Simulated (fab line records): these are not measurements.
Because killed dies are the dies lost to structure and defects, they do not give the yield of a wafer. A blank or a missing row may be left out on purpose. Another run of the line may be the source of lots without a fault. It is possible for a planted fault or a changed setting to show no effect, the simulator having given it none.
Split-lot experiment | flow n5Finfet | 21 wafers read across 7 lots, on a route 1938 steps long

## THE SPLIT
At N5_BEOL_M6_TRENCH_ETCH_37 (etches SiCOH lowk in C4F6/O2, target depth 94.435 nm, time 31.5 s), the setting timeS was moved away from the recipe's 31.5 s on 9 of the 21 wafers read, by -19.4% to +21.3%. All remaining wafers had this setting at the recipe value.

## FROM THE SPLIT TO THE READING: what the file shows between them, 2 steps
- N5_BEOL_M6_ETCH_41: etches SiCN in CH3F/O2, target depth 29.7 nm, time 52 s
- N5_BEOL_M6_STRIP_80: strips in N2/H2, time 10 s

## THE READING
trenchDepthNm, in nm, at N5_BEOL_M6_OCD_MEAS_38. Fault-free wafers of this fab line usually give 95.2 nm, standard deviation 1.8 nm.

wafer  | tool, chamber at the split | timeS as run, s | against the recipe | trenchDepthNm, nm | against lot-mates on the recipe
L075.2 | rieDiel-01, 0              | 34.6            | +9.8%              | 106.5             | +11.1
L075.5 | rieDiel-01, 2              | 31.5            | recipe             | 94.0              | -
L075.6 | rieDiel-01, 1              | 31.5            | recipe             | 96.8              | -
L076.2 | rieDiel-01, 1              | 31.5            | recipe             | 96.7              | -
L076.5 | rieDiel-01, 0              | 31.5            | recipe             | 97.2              | -
L076.6 | rieDiel-01, 3              | 31.5            | recipe             | 96.1              | -
L078.1 | rieDiel-03, 2              | 25.66           | -18.5%             | 78.8              | -12.3
L078.3 | rieDiel-03, 3              | 25.66           | -18.5%             | 74.6              | -16.5
L078.6 | rieDiel-03, 3              | 31.5            | recipe             | 91.1              | -
L081.1 | rieDiel-03, 2              | 31.5            | recipe             | 94.8              | -
L081.4 | rieDiel-03, 3              | 31.5            | recipe             | 91.8              | -
L081.6 | rieDiel-03, 0              | 25.39           | -19.4%             | 74.1              | -19.2
L085.1 | rieDiel-04, 0              | 25.68           | -18.5%             | 77.4              | -15.9
L085.3 | rieDiel-04, 2              | 31.5            | recipe             | 93.3              | -
L085.6 | rieDiel-04, 3              | 25.68           | -18.5%             | 76.8              | -16.5
L096.1 | rieDiel-04, 3              | 31.5            | recipe             | 95.6              | -
L096.3 | rieDiel-04, 2              | 38.2            | +21.3%             | 112.3             | +16.7
L096.4 | rieDiel-04, 1              | 38.2            | +21.3%             | 119.0             | +23.4
L097.2 | rieDiel-01, 2              | 25.71           | -18.4%             | 78.8              | -17.3
L097.3 | rieDiel-01, 1              | 31.5            | recipe             | 96.4              | -
L097.6 | rieDiel-01, 0              | 31.5            | recipe             | 95.8              | -

FIT RESULTS
A straight line over all 21 wafers: trenchDepthNm changes by +0.985 nm for each +1% of timeS; r = +0.99; the points scatter about the line by 2.1 nm.
The same after taking each lot's own level away (the mean of its wafers on the recipe; 21 wafers): +0.909 nm for each +1%; r = +0.99; scatter 1.8 nm.
According to that fit, moving timeS by its largest amount changes the reading by 19 nm.
The span of the lots' own levels, 91.10 to 96.67 nm, comes to 3.1 times the standard deviation stated above.
Consequently the slope shifts little with the lot-to-lot level, the two slopes agreeing.
Check: with one of the wafers moved furthest among these (+21.3%) left out of the fit, the line predicts +20.7 nm for it against its lot-mates. It came out at +16.7 nm against them.

## FURTHER SPLITS ON THESE WAFERS
Note: prior to the reading, these wafers also went through further splits. Each is held against what the fit with the lots' levels taken away leaves over:
other split on the same wafers | wafers away from the commonest value | r with trenchDepthNm (lot level and that fit taken away)
N5_BEOL_M3_EXPOSE_08 doseMj    | 9                                    | +0.16
N5_BEOL_M4_ILD_DEP_00 timeS    | 9                                    | +0.09
N5_BEOL_M4_COAT_62 spinRpm     | 9                                    | +0.15
N5_BEOL_M4_ETCH_70 biasW       | 8                                    | -0.06
N5_BEOL_M5_ETCH_41 sourceW     | 10                                   | -0.03
N5_BEOL_M6_ETCH_62 biasW       | 8                                    | -0.26
N5_BEOL_M6_COAT_71 spinRpm     | 6                                    | +0.39

## THE WHOLE CHAIN: every reading that the file lists as answering this split, in the file's order
step                      | what it does                                                      | reading                                                                 | change (the file's fit)               | r (the file's)
N5_BEOL_M6_TRENCH_ETCH_37 | etches SiCOH lowk in C4F6/O2, target depth 94.435 nm, time 31.5 s | etch.depthNm (the simulator's own value, which no gauge read)           | +0.926 nm for each +1% of the setting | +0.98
N5_BEOL_M6_TRENCH_ETCH_37 | etches SiCOH lowk in C4F6/O2, target depth 94.435 nm, time 31.5 s | BEOL_M6.featureDepthNm (the simulator's own value, which no gauge read) | +0.925 nm for each +1% of the setting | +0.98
N5_BEOL_M6_OCD_MEAS_38    |                                                                   | trenchDepthNm                                                           | +0.921 nm for each +1% of the setting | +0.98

## THE FILE'S OWN FIT
trenchDepthNm changes by +0.921 nm for each +1% of timeS, r = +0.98.
